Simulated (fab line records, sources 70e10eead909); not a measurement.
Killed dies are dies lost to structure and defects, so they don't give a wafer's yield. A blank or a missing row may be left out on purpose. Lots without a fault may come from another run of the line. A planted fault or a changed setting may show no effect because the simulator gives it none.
fab line records | flow nand_harc
record lots=13 wafers=39 last_day=24
route steps=1159 shown P_ZERO_WELL@59 P_STI@83 P_GATE@119
lots that met no fault: from a run of the same line without faults
start_h: hours from the record's first day to the start of the lot's first wafer shown | wait_h: hours since the lot's step before | " the same as in the row above | L1.1+2: a row that stands for several wafers | - no value, or no start given | * or withheld: withheld | < > ~ a bound
route shown NAME@n: a module of which the file shows steps, and the number in the route of the first | usual: mean/standard deviation of fault-free wafers | same: alike in all rows | chamber/n: place in a boat | sites: the reading at each site | _std_site: their standard deviation | _edge_site: outer sites' mean less inner sites' | radius_mm: how far each site lies from the wafer's centre | mask NAME#n: copy n | behind: the tool/chamber that last shaped the wafer | hold: why the lot was held/for how many hours/how that ended | device: the transistor (n, p or np) that didn't switch | end of line: the same wafers' tests at the end of the route | a step without rows: its recipe alone | killed: dies lost to structure and defects at the first sort, not the wafer's yield | map: a wafer's dies, x killed, . not, _ none there
set.NAME: the setting as run; set.NAME@STEP: as run at that earlier step | model.NAME: the simulator's own value behind a step, which no gauge read
steps of the route over a sample of lots; a table a step, a row a wafer
services: from which hour (start_h, from the record's first day; less than 0 if before it) a tool's chamber was out of use, for how many hours, and why
## steps
# step NHARC_P_ZERO_WELL_CD_MEAS_52
# recipe target_cd_nm=2000 landing_energy_ev=500
# usual cd_nm=1999.9/1.3
# same landing_energy_ev=500
# columns lot.wafer tool chamber start_h wait_h cd_nm
L253.2 cd_sem-01 0 17.88 - 1999.6
L253.4 " 0 " " 1998.5
L253.5 " 0 " " 2001.4
L254.3 cd_sem-03 0 23.85 - 1998.9
L254.4 " 0 " " 1999.4
L254.6 " 0 " " 1998.9
L257.3 cd_sem-03 0 41.82 - 2000.2
L257.4 " 0 " " 2001.9
L257.5 " 0 " " 2001.2
L265.2 cd_sem-03 0 89.65 - 1999.6
L265.4 " 0 " " 2000.6
L265.6 " 0 " " 1999.7
L266.2 cd_sem-02 0 95.36 - 2000.3
L266.5 " 0 " " 2000.9
L266.6 " 0 " " 2000.2
L268.1 cd_sem-03 0 107.68 - 1998.4
L268.2 " 0 " " 1999.9
L268.4 " 0 " " 1999.6
L270.1 cd_sem-02 0 119.84 - 2001.1
L270.2 " 0 " " 2000.6
L270.5 " 0 " " 1999.0
L271.1 cd_sem-03 0 125.75 - 1999.3
L271.3 " 0 " " 1999.1
L271.5 " 0 " " 1999.9
L272.1 cd_sem-01 0 131.61 - 1999.7
L272.2 " 0 " " 1998.8
L272.6 " 0 " " 2000.1
L273.1 cd_sem-03 0 138.22 - 2001.1
L273.5 " 0 " " 2002.1
L273.6 " 0 " " 2000.7
L274.1 cd_sem-02 0 143.88 - 1998.9
L274.4 " 0 " " 1999.4
L274.5 " 0 " " 2000.1
L275.2 cd_sem-02 0 149.71 - 1999.3
L275.4 " 0 " " 2000.2
L275.6 " 0 " " 1998.5
L276.1 cd_sem-03 0 155.64 - 1998.2
L276.2 " 0 " " 1998.9
L276.4 " 0 " " 1999.5
# step NHARC_P_STI_CD_MEAS_09
# recipe target_cd_nm=200 landing_energy_ev=500
# usual cd_nm=200.0/1.8
# same landing_energy_ev=500
# columns lot.wafer tool chamber start_h wait_h cd_nm
L253.2 cd_sem-03 0 31.66 - 199.9
L253.4 " 0 " " 199.7
L253.5 " 0 " " 201.2
L254.3 cd_sem-03 0 42.59 - 200.3
L254.4 " 0 " " 197.2
L254.6 " 0 " " 197.7
L257.3 cd_sem-03 0 60.21 - 199.2
L257.4 " 0 " " 197.9
L257.5 " 0 " " 198.7
L265.2 cd_sem-02 0 108.54 - 199.6
L265.4 " 0 " " 201.3
L265.6 " 0 " " 199.2
L266.2 cd_sem-03 0 115.57 - 201.7
L266.5 " 0 " " 200.5
L266.6 " 0 " " 202.0
L268.1 cd_sem-03 0 131.77 - 199.9
L268.2 " 0 " " 199.4
L268.4 " 0 " " 199.3
L270.1 cd_sem-01 0 142.56 - 193.7
L270.2 " 0 " " 196.0
L270.5 " 0 " " 194.8
L271.1 cd_sem-02 0 142.60 - 200.9
L271.3 " 0 " " 197.8
L271.5 " 0 " " 200.6
L272.1 cd_sem-03 0 148.84 - 200.1
L272.2 " 0 " " 200.6
L272.6 " 0 " " 201.4
L273.1 cd_sem-01 0 155.52 - 199.9
L273.5 " 0 " " 202.4
L273.6 " 0 " " 200.1
L275.2 cd_sem-03 0 163.60 - 200.2
L275.4 " 0 " " 199.2
L275.6 " 0 " " 201.3
L274.1 cd_sem-03 0 163.77 - 198.9
L274.4 " 0 " " 197.0
L274.5 " 0 " " 198.6
L276.1 cd_sem-03 0 172.80 - 201.1
L276.2 " 0 " " 198.1
L276.4 " 0 " " 199.7
# step NHARC_P_GATE_EXPOSE_08
# recipe na=0.6 dose_mj=16.75 mask_id=P_HV
# usual stage_vel_mm_s=499.98/0.24
# columns lot.wafer tool chamber start_h wait_h mask stage_vel_mm_s
L253.2 krf_scanner-04 0 74.51 - P_HV#0 500.02
L253.4 " 0 " " P_HV#0 500.00
L253.5 " 0 " " P_HV#0 500.21
L254.3 krf_scanner-02 0 79.56 - P_HVPW#0 499.86
L254.4 " 0 " " P_HVPW#0 499.75
L254.6 " 0 " " P_HVPW#0 499.67
L257.3 krf_scanner-04 0 94.02 - P_HV#0 500.12
L257.4 " 0 " " P_HV#0 500.06
L257.5 " 0 " " P_HV#0 499.81
L265.2 krf_scanner-04 0 153.16 - P_HV#0 500.38
L265.4 " 0 " " P_HV#0 499.90
L265.6 " 0 " " P_HV#0 500.07
L266.2 krf_scanner-02 0 157.25 - P_HV#0 499.98
L266.5 " 0 " " P_HV#0 499.99
L266.6 " 0 " " P_HV#0 499.95
L268.1 krf_scanner-04 0 170.19 - P_HV#0 499.80
L268.2 " 0 " " P_HV#0 499.90
L268.4 " 0 " " P_HV#0 499.95
L270.1 krf_scanner-02 0 178.36 - P_HV#0 499.98
L270.2 " 0 " " P_HV#0 499.96
L270.5 " 0 " " P_HV#0 500.45
L271.1 krf_scanner-03 0 178.52 - P_HV#0 500.31
L271.3 " 0 " " P_HV#0 499.86
L271.5 " 0 " " P_HV#0 499.90
L272.1 krf_scanner-02 0 186.27 - P_HV#0 500.12
L272.2 " 0 " " P_HV#0 500.46
L272.6 " 0 " " P_HV#0 499.97
L273.1 krf_scanner-02 0 193.75 - P_HV#0 500.31
L273.5 " 0 " " P_HV#0 500.13
L273.6 " 0 " " P_HV#0 500.11
L275.2 krf_scanner-04 0 201.65 - P_HV#0 500.13
L275.4 " 0 " " P_HV#0 500.27
L275.6 " 0 " " P_HV#0 499.90
L274.1 krf_scanner-03 0 201.80 - P_HV#0 500.07
L274.4 " 0 " " P_HV#0 499.58
L274.5 " 0 " " P_HV#0 499.72
L276.1 krf_scanner-02 0 208.09 - P_HV#0 500.16
L276.2 " 0 " " P_HV#0 500.12
L276.4 " 0 " " P_HV#0 500.10
# step NHARC_P_GATE_CD_MEAS_11
# recipe target_cd_nm=1640 landing_energy_ev=500
# usual cd_nm=1639.4/1.3
# same landing_energy_ev=500
# columns lot.wafer tool chamber start_h wait_h cd_nm
L253.2 cd_sem-01 0 74.67 - 1638.4
L253.4 " 0 " " 1638.3
L253.5 " 0 " " 1637.9
L254.3 cd_sem-01 0 79.71 - -
L254.4 " 0 " " -
L254.6 " 0 " " -
L257.3 cd_sem-01 0 94.18 - 1638.6
L257.4 " 0 " " 1637.8
L257.5 " 0 " " 1637.8
L265.2 cd_sem-03 0 153.32 - 1638.1
L265.4 " 0 " " 1638.1
L265.6 " 0 " " 1638.7
L266.2 cd_sem-02 0 157.40 - 1640.3
L266.5 " 0 " " 1639.8
L266.6 " 0 " " 1638.5
L268.1 cd_sem-01 0 170.34 - 1638.4
L268.2 " 0 " " 1639.2
L268.4 " 0 " " 1638.3
L270.1 cd_sem-01 0 178.52 - 1638.2
L270.2 " 0 " " 1639.0
L270.5 " 0 " " 1639.1
L271.1 cd_sem-02 0 178.68 - 1639.2
L271.3 " 0 " " 1637.9
L271.5 " 0 " " 1639.1
L272.1 cd_sem-02 0 186.44 - 1640.8
L272.2 " 0 " " 1639.8
L272.6 " 0 " " 1641.4
L273.1 cd_sem-03 0 193.91 - 1639.4
L273.5 " 0 " " 1637.7
L273.6 " 0 " " 1638.5
L275.2 cd_sem-01 0 201.80 - 1638.6
L275.4 " 0 " " 1638.9
L275.6 " 0 " " 1639.0
L274.1 cd_sem-03 0 201.96 - 1638.7
L274.4 " 0 " " 1638.2
L274.5 " 0 " " 1638.5
L276.1 cd_sem-01 0 208.25 - 1640.9
L276.2 " 0 " " 1639.3
L276.4 " 0 " " 1640.3
# step NHARC_P_GATE_OVL_MEAS_27
# usual overlay_x_nm=0.0/0.74 overlay_y_nm=0.2/0.94
# columns lot.wafer tool chamber start_h wait_h overlay_x_nm overlay_y_nm
L253.2 overlay-01 - 88.04 - 0.6 -0.4
L253.4 " - " " 0.3 -0.5
L253.5 " - " " 0.2 -0.6
L254.3 overlay-01 - 97.42 - 1.4 1.2
L254.4 " - " " 0.3 1.3
L254.6 " - " " 0.9 1.3
L257.3 overlay-02 - 109.14 - 0.5 0.1
L257.4 " - " " 0.9 0.4
L257.5 " - " " 1.3 0.0
L265.2 overlay-01 - 167.08 - -0.1 0.9
L265.4 " - " " -0.3 1.0
L265.6 " - " " -1.0 0.0
L266.2 overlay-01 - 174.36 - 0.1 -1.0
L266.5 " - " " -0.5 -0.9
L266.6 " - " " -0.2 -0.6
L268.1 overlay-01 - 191.89 - 1.0 0.6
L268.2 " - " " 1.1 0.3
L268.4 " - " " 1.6 0.3
L271.1 overlay-01 - 196.46 - -0.8 0.2
L271.3 " - " " -1.0 0.0
L271.5 " - " " -1.0 0.1
L270.1 overlay-02 - 196.76 - -0.5 -0.1
L270.2 " - " " -1.1 0.0
L270.5 " - " " -0.8 -0.4
L272.1 overlay-02 - 200.90 - 0.8 0.3
L272.2 " - " " 0.8 0.5
L272.6 " - " " 1.1 0.7
L273.1 overlay-01 - 210.63 - -0.2 0.7
L273.5 " - " " -0.2 0.2
L273.6 " - " " 0.2 0.0
L275.2 overlay-01 - 216.35 - -0.6 1.6
L275.4 " - " " -1.0 2.2
L275.6 " - " " -0.9 2.1
L274.1 overlay-02 - 216.52 - -0.3 0.8
L274.4 " - " " -0.2 0.3
L274.5 " - " " -0.5 0.6
L276.1 overlay-02 - 222.21 - -0.4 -1.0
L276.2 " - " " -0.7 -1.4
L276.4 " - " " -0.8 -1.2
## services
# columns tool chamber start_h hours kind
krf_scanner-04 - 50.53 2.8 repair
krf_scanner-03 - 74.52 0.6 repair
krf_scanner-03 0 89.16 - calibration
krf_scanner-02 - 105.78 9.3 repair
krf_scanner-02 0 125.01 - calibration
krf_scanner-04 - 126.00 4.0 pm
krf_scanner-04 0 134.06 - calibration
krf_scanner-02 - 139.46 0.8 repair
krf_scanner-04 - 147.54 2.3 repair
krf_scanner-03 - 168.00 4.0 pm
krf_scanner-03 - 201.92 2.1 repair
## key
first_sign step=NHARC_P_GATE_EXPOSE_08 reading=mask direction=changed
effect step=NHARC_P_GATE_CD_MEAS_11 reading=cd_nm direction=missing
met_at NHARC_P_GATE_EXPOSE_08
struck_lots L254
later_rows_left_out L254.3,L254.4,L254.6
sort_left_out L254.3,L254.4,L254.6
tester_left_out L254
not_acting_at NHARC_P_ZERO_WELL_CD_MEAS_52,NHARC_P_STI_CD_MEAS_09,NHARC_P_GATE_OVL_MEAS_27
fault kind=wrong_mask tool=any chamber=- onset_h=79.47 steps=NHARC_P_GATE_EXPOSE_08 aux_copy=P_HVPW#0 scope=struck_lots_only
# tester_left_out: of these lots the tester's yield and bins aren't shown, on N5 and GAA mostly nor the transistor test; their killed dies are dies lost to structure and defects alone, not to doping, threshold or leakage, so they don't give the yield
# sort_left_out: the simulated sort isn't trusted on such a fault, so these wafers' sort isn't shown, and their yield isn't known
# later_rows_left_out: the simulator's readings of these wafers behind a module that went badly wrong aren't trusted and aren't shown, but for the sort
